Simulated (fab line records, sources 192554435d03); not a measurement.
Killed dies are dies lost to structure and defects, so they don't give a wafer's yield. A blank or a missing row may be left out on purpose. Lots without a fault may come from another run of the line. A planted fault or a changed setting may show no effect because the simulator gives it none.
A struck lot beside a sound one | flow n5_finfet | 16 steps out of a route of 1938
Sound: wafers L148.3, L148.5, L148.6. Struck: wafers L157.1, L157.2, L157.5. The cause comes at the end.
At each step with rows: each side's tool, then ch and its chambers, then its first start. Under that, the readings that differ: sound wafers | struck wafers | difference of the means | sigmas: that difference in standard deviations of wafers without a fault.
alike: readings whose means differ by less than 2 such deviations, and words and numbers that are the same on both sides. not compared: withheld readings, readings that some wafer has no value for, bounds like >300 that may hide the same value, and numbers for which the record gives no deviation and whose values overlap.
The two part at a step that has a row with sigmas, a row that says differs or no value, or rows on one side only. Numbers that don't overlap but have no deviation are shown without sigmas and don't part them. A reading that every wafer of one side lacks parts them only if that side has two wafers or more.

N5_BEOL_M0_SAQP_HM_OPEN_112: chemistry CHF3/O2, target SiO2, stops on a-Si, target depth 12 nm, time 13.5 s.
  sound on rie_diel-03 ch 1,2,3, day 6 18:31; struck on rie_diel-05 ch 0,1, day 8 21:07
  alike: drypump_motor_current_A, oes_product_au, rf_vpp_V, showerhead_plenum_p_Torr, throttle_valve_pct
  not compared: rf_hours_counter_h
then, 2 steps without rows for these wafers: N5_BEOL_M0_SAQP_STRIP_113 (strips in CHF3/O2); N5_BEOL_M0_SAQP_MANDREL_ETCH_20 (etches a-Si in HBr/Cl2, stops on SiNx, target depth 60 nm, bt time 10 s, time 30 s).
N5_BEOL_M0_SAQP_STRIP_86: strips in N2/H2.
  sound on rie_diel-03 ch 0,3, day 6 18:42; struck on rie_diel-04 ch 0,2,3, day 8 21:24
  alike: drypump_motor_current_A, oes_product_au, rf_vpp_V, showerhead_plenum_p_Torr, throttle_valve_pct
  not compared: rf_hours_counter_h
then, 2 steps without rows for these wafers: N5_BEOL_M0_SAQP_STRIP_115 (strips in post etch residue remover, time 60 s); N5_BEOL_M0_SAQP_SRD_93 (time 30 s).
N5_BEOL_M0_SAQP_RECESS_114: chemistry HF/NH3, target SiO2, target depth 14.4 nm, afs cycles 3, sublimation time 60 s.
  sound on vapor_etch-02 ch 0,1, day 6 19:13; struck on vapor_etch-01 ch 0,1, day 8 21:32
  alike: drypump_motor_current_A, foreline_p_Torr
N5_BEOL_M0_SAQP_SPACER1_ALD_98: deposits SiO2, target thk 12.8 nm, pulse time 1 s, purge time 2 s.
  sound on ald_sin-03 ch 1,2,3, day 6 19:35; struck on ald_sin-03 ch 0,2, day 8 22:28
  alike: heater_power_outer_w, heater_power_w, precursor_pulse_height_rel
  not compared: since_wet_clean_h
then, 2 steps without rows for these wafers: N5_BEOL_M0_SAQP_SPACER1_ETCHBACK_99 (etches SiO2 in CHF3/O2, target depth 15.4 nm, time 7.7 s); N5_BEOL_M0_SAQP_MANDREL1_REMOVE_100 (chemistry HBr/Cl2/O2, target a-Si, stops on SiNx, bt time 10 s).
N5_BEOL_M0_SAQP_CD_MEAS_25: target cd 13.1 nm.
  sound on cd_sem-03 ch 0, day 6 20:15; struck on cd_sem-01 ch 0, day 8 23:17
  alike: cd_nm
then, 1 step without rows for these wafers: N5_BEOL_M0_SAQP_ETCH_101 (etches SiNx in CH3F/O2, target depth 29.9 nm, time 42.7 s).
N5_BEOL_M0_SAQP_ETCH_102: etches SiO2 in CF4, target depth 4 nm, time 4.4 s.
  sound on rie_si-06 ch 0,1, day 6 20:23; struck on rie_si-06 ch 0,1,3, day 8 23:27
  reading                  | sound             | struck            | difference | sigmas
  oes_product_au (a.u.)    | 1.029 1.018 1.025 | 1.240 1.294 1.290 | +0.251     | +13
  model.etch.depth_nm (nm) | 4.097 4.033 4.173 | 5.615 5.847 5.777 | +1.645     |
  alike: drypump_motor_current_A, he_backside_leak_sccm, throttle_valve_pct
  not compared: rf_hours_counter_h
N5_BEOL_M0_SAQP_MANDREL_ETCH_103: etches a-Si in HBr/Cl2, stops on SiCN, target depth 45 nm, bt time 10 s, time 27 s.
  sound on rie_si-06 ch 0,1, day 6 20:26; struck on rie_si-06 ch 0,1,3, day 8 23:29
  alike: drypump_motor_current_A, he_backside_leak_sccm, oes_product_au, throttle_valve_pct
  not compared: rf_hours_counter_h
-- the record jumps here: 2 days lie between the struck wafers' starts before and after (it left off in module BEOL_M0_SAQP and takes up again in module BEOL_M4, whose first step shown is number 1111 of the route) --
N5_BEOL_M4_RC_MEAS_101:
  sound on prober-01 ch 0, day 8 18:04; struck on prober-02 ch 0, day 11 06:31
  alike: DIBL_N, DIBL_P, IOFF_N, IOFF_P, ION_N, ION_P, SS_N, SS_P, VT_N, VT_P
-- the record jumps here: 4 days lie between the struck wafers' starts before and after (it left off in module BEOL_M4 and takes up again in module PASSIVATION, whose first step shown is number 1936 of the route) --
N5_PASSIVATION_PROBE_49:
  the record has rows for the struck wafers here (prober-02, day 15 12:58) and none for the sound ones

WHERE THEY PART
First at N5_BEOL_M0_SAQP_ETCH_102; last, within this record, at N5_PASSIVATION_PROBE_49.

WHY: what the simulator had put in
Process parameter drift: rie_si-06, from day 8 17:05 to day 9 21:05, at N5_BEOL_M0_SAQP_ETCH_102. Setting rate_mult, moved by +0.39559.
